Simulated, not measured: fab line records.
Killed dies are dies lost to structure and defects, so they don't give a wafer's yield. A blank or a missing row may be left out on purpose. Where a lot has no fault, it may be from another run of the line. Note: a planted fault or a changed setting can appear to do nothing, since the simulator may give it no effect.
2 desks, one fault | flow n5_finfet | each desk has only its own numbers; what lay behind them comes last

== THE TOOL OWNER'S DESK: krf_scanner-02 ==
The tool's own readings at N5_BEOL_M13_EXPOSE_25 (exposes mask M13, target cd 210 nm): means of the sampled wafers that have a number, for each lot that ran on this tool. A lot is out of limits, marked OUT, if its mean lies more than 4 standard deviations from the usual mean; the brackets give that distance.
Columns: A = exposure_dose_mJ_cm2 at N5_BEOL_M13_EXPOSE_25, usual 21.978; B = reticle_temp_C at N5_BEOL_M13_EXPOSE_25, usual 22.99 C
lot  | first seen here | A                        | B
L603 | day 12 16:26    | 21.974                   | 23.09
L605 | day 12 17:04    | 21.988                   | 23.12
L608 | day 12 23:58    | 21.989                   | 22.95
L615 | day 15 10:19    | 24.772 (+99 or more) OUT | 22.93
L616 | day 15 13:08    | 24.225 (+99 or more) OUT | 23.06
Finding of this desk: L615, L616 out of limits; the first was L615 at day 15 10:19, on exposure_dose_mJ_cm2 at N5_BEOL_M13_EXPOSE_25. Within limits: L603, L605, L608.

== THE METROLOGY DESK ==
What the gauges read for every lot (on any tool): the sampled wafers with a number, averaged. A lot is out of limits, marked OUT, if its mean lies more than 4 standard deviations from the usual mean; the brackets give that distance.
Columns: A = cd_nm at N5_BEOL_M13_CD_MEAS_10, usual 190.3 nm; B = cd_nm at N5_BEOL_M13_CD_MEAS_28, usual 208.9 nm
lot  | first seen here | A     | B
L601 | day 11 22:20    | 189.0 | 208.9
L603 | day 12 15:32    | 191.6 | 208.7
L604 | day 12 15:41    | 193.4 | 209.4
L605 | day 12 16:10    | 191.4 | 207.5
L608 | day 12 23:01    | 188.5 | 208.8
L609 | day 13 07:46    | 190.2 | 207.6
L615 | day 15 09:32    | 189.3 | 221.9 (+13) OUT
L616 | day 15 12:22    | 191.1 | 218.1 (+9.2) OUT
L620 | day 16 07:23    | 191.4 | 209.5
L624 | day 17 12:07    | 191.5 | 209.8
Finding of this desk: L615, L616 out of limits; the first was L615 at day 15 10:30, on cd_nm at N5_BEOL_M13_CD_MEAS_28. Within limits: L601, L603, L604, L605, L608, L609, L620, L624.

== TAKEN TOGETHER ==
At day 15 10:19, on L615, L616, the tool owner's desk was in a position to raise an alarm.
At day 15 10:30 the metrology desk could have sounded an alarm, on L615, L616.
On krf_scanner-02, each named lot ran N5_BEOL_M13_EXPOSE_25.

== WHAT HAD BEEN PUT IN BY THE SIMULATOR ==
Drift in process parameters on krf_scanner-02 at N5_BEOL_M13_EXPOSE_25, starting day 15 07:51. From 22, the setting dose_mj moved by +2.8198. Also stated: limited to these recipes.
Shown lots that were struck: L615, L616.
Hours from the fault's start to each desk's first reading out of limits: the tool owner's desk, 2; the metrology desk, 3.
